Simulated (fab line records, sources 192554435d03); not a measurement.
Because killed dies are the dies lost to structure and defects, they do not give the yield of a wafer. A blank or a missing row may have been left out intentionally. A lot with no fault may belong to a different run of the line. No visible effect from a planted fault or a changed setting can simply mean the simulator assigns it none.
Problem report, 8D (eight disciplines) form, completed by code | flow n5Finfet | the parts of the form that need people (team, actions taken, sign-off) are left out

## 1. WHAT IS WRONG
N5_PASSIVATION_PROBE_49, killed_at_M4_up: mean 1082 on 2 wafers (1 lot); fault-free wafers 15, standard deviation 5.6. That is +99 or more standard deviations from the usual mean.
First seen on wafer L599.2, day 17 05:05, on prober-01. The record holds 8 wafers of 3 lots with a number at this step. The rule behind "out" and "out of limits": a value lying over 4 standard deviations away from the usual mean. The other wafers with a number count as sound.

## 2. WHAT THIS IS AND IS NOT
question                    | is                                                                                                         | is not
which readings at this step | killed_at_M4_up, defectLimitedYield, killedDies, killedOnRim, sort_bin_5_function, sortNPass, sortYieldPct | killedAtContacts, killedAtFrontEnd, killedAtOther, killedOpen, killedShort
which lots                  | L599                                                                                                       | L594, L596
which wafers of those lots  | all that have a number                                                                                     | -
read on which tools         | prober-01                                                                                                  | -
when                        | from day 17 05:05                                                                                          | up to then (6 sound wafers)

## 3. SUSPECTS, AND WHAT RULES EACH OUT
Counting: a tool stays on the suspect list if, at a process step up to the reading, it processed all lots that are out and no sound lot following the first of them.
- rieDiel-03 at N5_BEOL_M9_VIA_ETCH_34 (etches SiCOH lowk in C4F6/O2, target depth 182.4 nm, time 68.4 s): kept. It ran the lot that is out, L599 (day 14 20:13), and no sound lot after that; its last sound lot up to then is L596 (day 13 00:39).
- prober-01 at N5_PASSIVATION_PROBE_49: kept. It ran the lot that is out, L599 (day 17 05:05), and no sound lot after that; its last sound lot up to then is L594 (day 15 20:26). Out on those wafers are its own readings of defectLimitedYield, killed_at_M4_up, killedDies, killedOnRim, sort_bin_5_function, sortNPass, sortYieldPct.
Remaining after the count are rieDiel-03 at N5_BEOL_M9_VIA_ETCH_34 and prober-01 at N5_PASSIVATION_PROBE_49.

## 4. THE CAUSE (what the simulator had put in)
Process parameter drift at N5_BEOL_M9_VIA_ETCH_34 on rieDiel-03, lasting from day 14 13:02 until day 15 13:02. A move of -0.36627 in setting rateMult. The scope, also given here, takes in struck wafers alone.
Counting left 2 suspects, and this tool is among them.

## 5. THE CHAIN OF EFFECTS, in route order
Each row: a reading where the mean over the struck wafers with a number is more than 3 standard deviations away from the usual. Only readings whose record carries a usual standard deviation are examined. hours: median over the lots of the time between each lot's start at the first step of this table that gives one and its start at this step. sigmas: the change, counted in usual standard deviations.
hours | step                    | reading             | usual  | on struck wafers | change | sigmas
0     | N5_PASSIVATION_PROBE_49 | defectLimitedYield  | 91.3 % | 0.0              | -91.3  | -65
0     | N5_PASSIVATION_PROBE_49 | killed_at_M4_up     | 15     | 1082             | +1066  | +99 or more
0     | N5_PASSIVATION_PROBE_49 | killedDies          | 103    | 1180             | +1077  | +63
0     | N5_PASSIVATION_PROBE_49 | killedOnRim         | 13     | 152              | +139   | +35
0     | N5_PASSIVATION_PROBE_49 | sort_bin_5_function | 5.1 %  | 95.1             | +90.0  | +95
0     | N5_PASSIVATION_PROBE_49 | sortNPass           | 1077   | 0                | -1077  | -63
0     | N5_PASSIVATION_PROBE_49 | sortYieldPct        | 91.3 % | 0.0              | -91.3  | -61
Process steps it contains:
- N5_PASSIVATION_PROBE_49

## 6. WHAT WOULD HAVE CAUGHT IT SOONER
In this record no reading fell out of limits until day 17 05:05, 64 hours after the fault had begun at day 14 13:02.
An alarm limit of 4 standard deviations would not have fired on the tool readings at N5_BEOL_M9_VIA_ETCH_34 for which the record gives a usual standard deviation, since none of them was out on any struck wafer.
The start of N5_BEOL_M9_VIA_ETCH_34 on rieDiel-03 came by day 17 05:05 for every one of the lots that are out (1). Tool hold at that time: it would have spared none of them.
